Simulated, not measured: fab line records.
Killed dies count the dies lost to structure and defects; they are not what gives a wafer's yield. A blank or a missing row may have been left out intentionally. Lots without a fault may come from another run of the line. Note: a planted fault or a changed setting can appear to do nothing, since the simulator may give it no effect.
fab line records	flow n5Finfet
record lots=3	wafers=9	lastDay=17
route steps=1938 shown BEOL_M4@1099 BEOL_M5@1112 BEOL_M11@1540 PASSIVATION@1936
lots with no fault: from the same line, run without faults
startH: the number of hours between the record's first day and the start of the first shown wafer of the lot	waitH: hours elapsed since this lot's preceding step	" repeats the value in the row above	L1.1+2: one row covering several wafers at once	- no value, or no start was given	* or withheld: withheld	< > ~ a bound
route shown NAME@n: NAME is a module with steps in the file, n the number in the route of the first one	usual: mean and standard deviation over wafers with no fault	same: alike in all rows	chamber/n: place in a boat	sites: each site's reading	_std_site: how widely they spread, as a standard deviation	_edge_site: the outer-site mean with the inner-site mean subtracted	radiusMm: for every site, how far away it sits from the centre of the wafer	mask NAME#n: copy n	behind: the last tool/chamber to shape the wafer	hold: why the lot went on hold/how many hours it stayed there/how the hold came to an end	device: names the non-switching transistor (n, p or np)	end of line: the tests these same wafers got at the end of their route	for a step that has no rows: nothing shown but its recipe	killed: not the wafer's yield, but the dies lost to structure and defects at the first sort	map: shows each die of a wafer: x if killed, . if not, _ if none is there
set.NAME: the setting that was run; set.NAME@STEP: the one run at that earlier step	model.NAME: the simulator's own value behind a step, which no gauge read
lots seen at some steps along the route; tables by step, rows by wafer
services: the hour from which a tool's chamber was out of use, counted from the record's first day as startH (under 0 if before that day), plus the number of hours and why
## steps
# step N5_BEOL_M4_ANNEAL_95
# recipe tempC=400	timeS=240	ambient=vacuum
# step N5_BEOL_M4_SPUTTER_96
# recipe material=Cu	targetThkA=45	tempC=-20	chamberPressurePa=0.07	powerW=withheld	timeS=8.29
# step N5_BEOL_M4_ECD_50
# recipe material=Cu	targetThkA=3000
# step N5_BEOL_M4_ANNEAL_51
# recipe tempC=225	timeS=90	ambient=N2
# step N5_BEOL_M4_CMP_52
# recipe stopOn=SiOC	tOverpolishS=6.8	downForcePsi=1	platenRpm=50	clearingPlatenDownForcePsi=1.5	clearingPlatenRpm=50	postCmpClean=cuAlkaline	targetThkNm=40	clearingPlatenPadVelocityMS=0.99484	padVelocityMS=0.99484
# step N5_BEOL_M4_PRE_CLEAN_60
# recipe gas=NH3/H2	timeS=15	tempC=*	rfPowerW=300
# step N5_BEOL_M4_CO_CAP_55
# recipe material=Co	targetThkA=20	tempC=200	precursor=CCTBA/H2	pressureTorr=30	timeS=102.1
# step N5_BEOL_M4_PRE_CLEAN_56
# recipe gas=NH3	timeS=15	tempC=withheld	rfPowerW=300
# step N5_BEOL_M4_DEP_57
# recipe material=SiCN	targetThkA=80	tempC=withheld	precursor=3MS/NH3	pressureTorr=3	rfW=202	timeS=14
# step N5_BEOL_M4_RC_MEAS_101
# usual DIBL_N=35.9/2.5	DIBL_P=36.0/3	IOFF_N=0.16/0.047	IOFF_P=0.21/0.047	ION_N=671/14	ION_P=460/8.8	SS_N=71.5/0.73	SS_P=73.2/0.91	VT_N=250/4.3	VT_P=-251/3.6
lot.wafer	tool	chamber	startH	waitH	DIBL_N[mV/V]	DIBL_P[mV/V]	IOFF_N[nA/um]	IOFF_P[nA/um]	ION_N[uA/um]	ION_P[uA/um]	SS_N[mV/dec]	SS_P[mV/dec]	VT_N[mV]	VT_P[mV]
L655.1	prober-02	0	274.30	0.0	34.0	34.1	0.14	0.21	654	454	71.4	72.8	249	-251
L655.3	"	0	"	"	37.6	37.9	0.22	0.26	693	474	72.3	74.0	243	-249
L655.6	"	0	"	"	35.1	34.6	0.15	0.20	655	446	71.5	73.0	249	-250
L657.1	prober-01	0	283.75	0.0	36.8	40.0	0.18	0.27	682	475	71.9	74.3	250	-246
L657.3	"	0	"	"	35.5	38.7	0.16	0.26	683	478	72.0	73.7	246	-245
L657.5	"	0	"	"	35.1	37.2	0.15	0.22	677	468	72.1	73.7	249	-250
L659.2	prober-02	0	300.39	0.2	33.6	34.4	0.12	0.19	666	462	71.9	72.9	254	-254
L659.3	"	0	"	"	33.0	31.9	0.10	0.16	639	445	71.5	72.4	259	-256
L659.4	"	0	"	"	32.1	31.8	0.10	0.15	653	457	70.9	71.6	257	-257
# step N5_BEOL_M5_ILD_DEP_00
# recipe material=SiCOH_lowk	targetThkA=1406.4	tempC=300	precursor=DEMS/porogen	pressureTorr=5	rfW=500	timeS=25.9
# step N5_BEOL_M5_CURE_79
# recipe tempC=385	timeS=240	ambient=He/Ar	material=SiCOH_lowk
# step N5_BEOL_M5_PECVD_70
# recipe material=SiO2	targetThkA=160	tempC=400	precursor=TEOS/O2	pressureTorr=5.5	rfW=450	teosFlowSccm=53.8	gas=O2	flowSccm=3000	timeS=18
# step N5_BEOL_M5_HM_DEP_02
# recipe material=TiN	targetThkA=200	tempC=25	chamberPressurePa=0.49996
# step N5_BEOL_M5_COAT_59
# recipe resist=SOC	tempC=250	timeS=60	spinRpm=1500	resistThkNm=60
# step N5_BEOL_M5_COAT_60
# recipe resist=SiARC	tempC=220	timeS=60	spinRpm=1500	resistThkNm=12
# step N5_BEOL_M5_COAT_71
# recipe resist=underlayer	tempC=205	timeS=60	spinRpm=1500	resistThkNm=5
# step N5_BEOL_M5_COAT_05
# recipe resist=CAR-EUV	spinRpm=1500	resistThkNm=30
# step N5_BEOL_M5_EBR_07
# recipe solvent=PGMEA	ebrWidthMm=1.5
# step N5_BEOL_M5_SOFTBAKE_06
# recipe tempC=110	timeS=60	resist=CAR-EUV
# step N5_BEOL_M5_EXPOSE_08
# recipe maskId=M5	na=0.33	sourceShape=annular	sigmaInner=0.4	sigmaOuter=0.8	polarization=unpolarized	targetCdNm=28	doseMj=35.75
# step N5_BEOL_M5_PEB_09
# recipe pebTempC=100	pebTimeS=60	resist=CAR-EUV
# step N5_BEOL_M5_DEVELOP_10
# recipe developTimeS=30	developer=TMAH	resist=CAR-EUV	rinseLiquid=surfactantRinse	dry=airSpin	devTempC=23
# step N5_BEOL_M5_DESCUM_16
# recipe chemistry=O2	timeS=7	sourcePowerW=50	biasPowerW=20	pressureMtorr=20	rfFrequencyHz=2.712e+07	tempC=40	resist=CAR-EUV	o2FlowSccm=225
# step N5_BEOL_M5_ETCH_72
# recipe chemistry=N2/H2	target=underlayer	targetDepthA=65	maskMaterial=CAR-EUV	timeS=5.2	ionEnergyEv=200	pressureMtorr=30	sourceW=840	biasW=150	n2FlowSccm=200	h2FlowSccm=200	ends=cleared
# step N5_BEOL_M5_ETCH_61
# recipe chemistry=CF4	target=SiARC	targetDepthA=156	maskMaterial=CAR-EUV	timeS=26	ionEnergyEv=80	pressureMtorr=40	sourceW=545	biasW=36	Ar_flow_sccm=100	cf4FlowSccm=100	ends=cleared
# step N5_BEOL_M5_ETCH_62
# recipe chemistry=N2/H2	target=SOC	targetDepthA=750	overetchA=150	maskMaterial=SiARC	tempC=40	timeS=112.5	ionEnergyEv=200	pressureMtorr=30	sourceW=840	biasW=150	n2FlowSccm=200	h2FlowSccm=200
# step N5_BEOL_M5_STRIP_63
# recipe chemistry=N2/H2	tempC=40	n2FlowSccm=200	h2FlowSccm=200	rfFrequencyHz=6e+07
# step N5_BEOL_M5_STRIP_73
# recipe chemistry=N2/H2	tempC=40	n2FlowSccm=200	h2FlowSccm=200	rfFrequencyHz=6e+07
# step N5_BEOL_M5_STRIP_64
# recipe chemistry=CF4	resist=SiARC	powerW=300	biasPowerW=75	pressureMtorr=50	cf4FlowSccm=150	rfFrequencyHz=6e+07
# step N5_BEOL_M5_HM_OPEN_17
# recipe chemistry=Cl2/BCl3	targetDepthA=200	overetchA=60	target=TiN	maskMaterial=SOC	ionEnergyEv=150	pressureMtorr=10	icpW=1000	biasW=126	Cl2_flow_sccm=53.25	bcl3FlowSccm=21.75	Ar_flow_sccm=25
# step N5_BEOL_M5_STRIP_19
# recipe chemistry=O2	powerW=400	tempC=40	pressureMtorr=30	rfFrequencyHz=6e+07	biasPowerW=0	overashFraction=0.2	o2FlowSccm=225
# step N5_BEOL_M5_COAT_65
# recipe resist=SOC	tempC=250	timeS=60	spinRpm=1500	resistThkNm=60
# step N5_BEOL_M5_COAT_66
# recipe resist=SiARC	tempC=220	timeS=60	spinRpm=1500	resistThkNm=12
# step N5_BEOL_M11_HM_DEP_02
# recipe material=TiN	targetThkA=200	tempC=25	chamberPressurePa=0.49996
# usual throttleValvePct=29.8/0.74
lot.wafer	tool	chamber	startH	waitH	throttleValvePct	model.TiN_of_BEOL_M11_HM_DEP_02.thkNm
L655.1	pvdSputter-03	-	329.69	1.2	30.0	20
L655.3	"	-	"	"	31.0	26.8
L655.6	"	-	"	"	30.5	26.8
L657.1	pvdSputter-02	-	339.46	2.6	29.9	20
L657.3	"	-	"	"	29.3	19.8
L657.5	"	-	"	"	30.6	19.4
L659.2	pvdSputter-01	-	356.26	1.2	29.8	20.2
L659.3	"	-	"	"	29.8	20
L659.4	"	-	"	"	29.1	20.4
# step N5_BEOL_M11_HM_OPEN_17
# recipe chemistry=Cl2/BCl3	targetDepthA=200	overetchA=60	target=TiN	maskMaterial=SOC	ionEnergyEv=150	pressureMtorr=10	icpW=1000	biasW=126	Cl2_flow_sccm=53.25	bcl3FlowSccm=21.75	Ar_flow_sccm=25
# usual drypumpMotorCurrentA=5.83/0.29	oesProductAu=0.69/0.074	throttleValvePct=22.29/0.18
lot.wafer	tool	chamber	startH	waitH	drypumpMotorCurrentA	oesProductAu	rfHoursCounterH	throttleValvePct	model.etch.depthNm
L655.1	rieMetal-03	0	330.42	0.0	6.02	0.58	95	22.52	19.97
L655.3	"	0	"	"	6.04	0.66	-	22.37	25.01
L655.6	"	1	"	"	6.02	0.85	-	21.87	25.95
L657.1	rieMetal-03	0	340.27	0.0	6.02	0.58	95	22.54	20.09
L657.3	"	1	"	"	5.99	0.72	-	22.08	19.79
L657.5	"	0	"	"	6.02	0.57	-	22.55	19.48
L659.2	rieMetal-03	1	357.01	0.0	6.01	0.73	25	22.07	20.21
L659.3	"	1	"	"	6.00	0.72	-	22.07	19.93
L659.4	"	0	"	"	6.02	0.58	-	22.52	20.48
# step N5_BEOL_M11_TRENCH_ETCH_37
# recipe chemistry=C4F6/O2	targetDepthA=1488.3	target=SiCOH_lowk	timeS=48	ionEnergyEv=250	pressureMtorr=30	sourceW=345	biasW=185	Ar_flow_sccm=300	C4F6_flow_sccm=10	O2_flow_sccm=10
# usual drypumpMotorCurrentA=5.7/0.35	oesProductAu=0.82/0.07	rfVppV=664/15	showerheadPlenumPTorr=2.88/0.06	throttleValvePct=20.82/0.2
lot.wafer	tool	chamber	startH	waitH	drypumpMotorCurrentA	oesProductAu	rfHoursCounterH	rfVppV	showerheadPlenumPTorr	throttleValvePct	model.TiN_of_BEOL_M11_HM_DEP_02.thkNm
L655.1	rieDiel-05	2	-	-	5.7	0.83	68	688	2.86	20.61	16
L655.3	"	1	"	"	5.6	0.80	89	656	2.90	20.96	22.8
L655.6	"	1	"	"	5.6	0.80	-	655	2.90	20.97	22.8
L657.1	rieDiel-01	1	-	-	5.7	0.80	110	676	2.96	20.88	16
L657.3	"	2	"	"	5.8	0.84	85	665	2.78	21.23	15.6
L657.5	"	2	"	"	5.8	0.83	-	667	2.78	21.22	15.2
L659.2	rieDiel-05	3	-	-	5.8	0.80	55	658	2.93	20.57	16.4
L659.3	"	0	"	"	5.0	0.97	7	656	2.93	20.66	15.8
L659.4	"	1	"	"	5.6	0.79	97	656	2.90	20.98	16.4
# step N5_BEOL_M11_OCD_MEAS_38
# usual trenchDepthNm=148/3.3
lot.wafer	tool	chamber	startH	waitH	trenchDepthNm
L655.1	ocd-02	-	333.47	-	145
L655.3	"	-	"	"	108
L655.6	"	-	"	"	138
L657.1	ocd-02	-	341.97	-	147
L657.3	"	-	"	"	153
L657.5	"	-	"	"	153
L659.2	ocd-02	-	359.04	-	140
L659.3	"	-	"	"	153
L659.4	"	-	"	"	146
# step N5_PASSIVATION_PROBE_49
# usual defectLimitedYield=91.4/1.4	killed_at_M0_to_M3=34/8.9	killed_at_M4_up=13/4.6	killedAtContacts=12/5.5	killedAtFrontEnd=41/11	killedAtOther=3.1/2.9	killedDies=102/16	killedOnRim=13/4.2	killedOpen=66/11	killedShort=34/7.6	sort_bin_5_function=5.1/0.89	sort_bin_6_memory=3.2/0.61	sort_bin_8_speed=0.02/0.12	sortNPass=1078/16
# same grossDies=1180	killedAtBackSide=0	sort_bin_4_leakage[%]=0
lot.wafer	tool	chamber	startH	waitH	defectLimitedYield[%]	killed_at_M0_to_M3	killed_at_M4_up	killedAtContacts	killedAtFrontEnd	killedAtOther	killedDies	killedOnRim	killedOpen	killedShort	sort_bin_5_function[%]	sort_bin_6_memory[%]	sort_bin_8_speed[%]	sortNPass
L655.1	prober-02	-	374.30	0.0	90.8	47	9	12	40	1	109	25	74	34	5.8	3.1	0	1071
L655.3	prober-02	-	374.40	0.1	70.8	26	285	5	28	1	345	60	43	22	27.3	1.8	0	835
L655.6	prober-02	-	374.55	0.3	86.5	26	87	8	37	1	159	38	52	24	10.8	2.1	0	1021
L657.1	prober-01	-	380.91	0.0	94.2	19	11	7	30	1	68	12	49	19	3.7	1.9	0	1112
L657.3	prober-01	-	381.01	0.1	90.3	26	13	15	59	1	114	11	74	35	5.3	3.4	0	1066
L657.5	prober-01	-	381.11	0.2	92.2	21	10	10	46	5	92	10	59	31	4.2	3.0	0	1088
# killed by level:class
L655.1 FIN_SAQP:geometricParticle:open=13 BEOL_M1:geometricParticle:open=12 MOL_CONTACT_COAG:geometricParticle:open=11 BEOL_M3:geometricParticle:open=10 FIN_SAQP:geometricParticle:short=7 BEOL_M0_SAQP:geometricParticle:short=6 BEOL_M2:geometricParticle:open=6 STI_FIN_REVEAL:geometricParticle:open=5
L655.3 BEOL_M11:areaOpen=279 BEOL_M1:geometricParticle:open=9 FIN_SAQP:geometricParticle:open=7 FIN_SAQP:geometricParticle:short=5 BEOL_M3:geometricParticle:open=5 STARTING-WAFER:geometricParticle:short=5 MOL_CONTACT_COAG:geometricParticle:open=4 BEOL_M1:geometricParticle:short=4
L655.6 BEOL_M11:areaOpen=79 FIN_SAQP:geometricParticle:short=6 DUMMY_GATE:geometricParticle:open=6 GATE_CUT:geometricParticle:open=6 BEOL_M0_SAQP:geometricParticle:open=6 BEOL_M3:geometricParticle:open=6 GATE_CUT:geometricParticle:short=5 MOL_CONTACT_COAG:geometricParticle:open=5
L657.1 DUMMY_GATE:geometricParticle:open=8 MOL_CONTACT_COAG:geometricParticle:open=7 GATE_CUT:geometricParticle:short=7 BEOL_M0_SAQP:geometricParticle:open=5 BEOL_M2:geometricParticle:open=5 GATE_CUT:geometricParticle:open=4 STI_FIN_REVEAL:geometricParticle:open=3 BEOL_M3:geometricParticle:open=3
L657.3 STI_FIN_REVEAL:geometricParticle:open=23 MOL_CONTACT_COAG:geometricParticle:open=10 DUMMY_GATE:geometricParticle:open=8 BEOL_M0_SAQP:geometricParticle:short=7 STI_FIN_REVEAL:geometricParticle:short=6 MOL_CONTACT_COAG:geometricParticle:short=5 BEOL_M0_SAQP:geometricParticle:open=5 HKMG_FIN:areaEtch=5
L657.5 STI_FIN_REVEAL:geometricParticle:open=15 STI_FIN_REVEAL:geometricParticle:short=11 MOL_CONTACT_COAG:geometricParticle:open=8 BEOL_M0_SAQP:geometricParticle:open=8 BEOL_M0_SAQP:geometricParticle:short=5 DUMMY_GATE:geometricParticle:open=5 PASS1_DEP:geometricParticle:open=4 STARTING-WAFER:geometricParticle:open=4
# map L655.3 (x killed, . not)
_________________x..x..x...x.________________
______________..........x......._____________
___________................x.....x.__________
__________.xx.......x..x.x.....x..xx_________
________.x..x.........x..........x...._______
_______x.x......x.....x.x......xxx.....______
______.x.xx..x.x.xx....x.........x.x...x_____
_____....x...xxx...............x......x..____
____......x.xx..........................xx___
___....x..xx.xxx...................xxx...xx__
___.......xx.x.x.....x.xx...x......x.xx.xx.__
__...........x.xx..x..............x..x..xx.._
__x..........xx.x..x......x........x...x..x._
_..xx..x.x...xx.x.............xxx.......xxxx.
_.x.x....x......xx.x....x..x....x........xxxx
_x.xx...........x.............xxx.......x..xx
_........xx...xxxxx......x......xx......x.xxx
_..........x..x.xxxxxxx.xx.....xxx..x..xx..xx
_..x..x.x...x.xxx.xxx..x....x..x...x....x....
_......xxx..x..xxxx..x...x......xx...x.x.x..x
_....x..xxx.....xx............xx...xxxx..xxxx
__....xx.x..x...x............x.x.xxx.xx...xx_
__.......x........x.......x....x.xxxxx..x.xx_
___.xx............x.....x......x..xx...x..x__
___.xxx.x....x................x....x.x.x..x__
____x.x......................x.x.xxxxxx.xx___
_____...x................x...x...xxxxxxxx____
______....x..x..........xx......xx.xxxxx_____
_______...x...........xxx.x....xx.x.xxx______
________x........xx.x.xx.xxx.......xxx_______
__________....x.x....x.x.xxx..xx..x._________
___________x...x..xxx....xxx.xxxxxx__________
______________x.xx......xx.x...x_____________
_________________xx..x..x...x________________
# map L659.4 (x killed, . not)
_________________........x...________________
______________.................._____________
___________.x......................__________
__________..x....................x.._________
________...........x.x.......x........_______
_______..x...x...x.........x..........x______
______......x....x.......x.............._____
_____.............x.......x..............____
____....x......x.......x................x.___
___x..xx......................xx........x..__
___...x..............xx..............x.....__
__.......................x......x.x..x......_
__........x......xx.......x................._
_......xx..x....x.........x.............x....
_.........x...........x....x...x....x........
_..........................x.................
_x........xx.........xx......x..x......xx....
_............................................
_..............x.............................
_...x...........x...x.............x..........
_.............x.......................xx.....
__........x................................._
__.........................................._
___..x....................x......x.........__
___.......x...............xx...........x...__
____.......x...............x............x.___
_____...x..........x..x............x.....____
______.....x...x...x.....x.x..x..x......_____
_______....x...........................______
________........xx..x..............x.._______
__________.........................x_________
___________x.......................__________
______________x.x.....x.x......._____________
_________________............________________
## services
tool	chamber	startH	hours	kind
rieDiel-05	0	319.78	-	clean
rieDiel-05	0	319.78	-	consumableReplace:focusRing
rieDiel-05	0	319.78	18.1	scheduledDown
rieDiel-05	0	319.78	18.1	ventCycle
rieDiel-01	3	339.32	3.9	repair
rieDiel-05	1	352.70	1.2	repair
rieDiel-01	2	358.50	3.5	repair
## key
firstSign step=N5_BEOL_M11_OCD_MEAS_38	reading=trenchDepthNm	direction=down	sigmas=7.6	usual=148	struck=123
effect step=N5_PASSIVATION_PROBE_49	reading=killed_at_M4_up	direction=up	sigmas=37	usual=13	struck=186
modelEffect step=N5_BEOL_M11_HM_DEP_02	value=TiN_of_BEOL_M11_HM_DEP_02.thkNm	without=20	struck=26.8
modelEffect step=N5_BEOL_M11_HM_OPEN_17	value=etch.depthNm	without=19.98	struck=25.48
modelEffect step=N5_BEOL_M11_TRENCH_ETCH_37	value=TiN_of_BEOL_M11_HM_DEP_02.thkNm	without=16	struck=22.8
moreKillsBornAt N5_BEOL_M11_HM_OPEN_17@rieMetal-03=358
metAt N5_BEOL_M11_HM_DEP_02
struckWafers L655.3,L655.6
fault kind=processParameterDrift	tool=pvdSputter-03	chamber=-	onsetH=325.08	steps=N5_BEOL_M11_HM_DEP_02	channel=targetThkA	offset=*	shape=step	endH=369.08	scope=struckWafersOnly	actsIn=*	stated=*
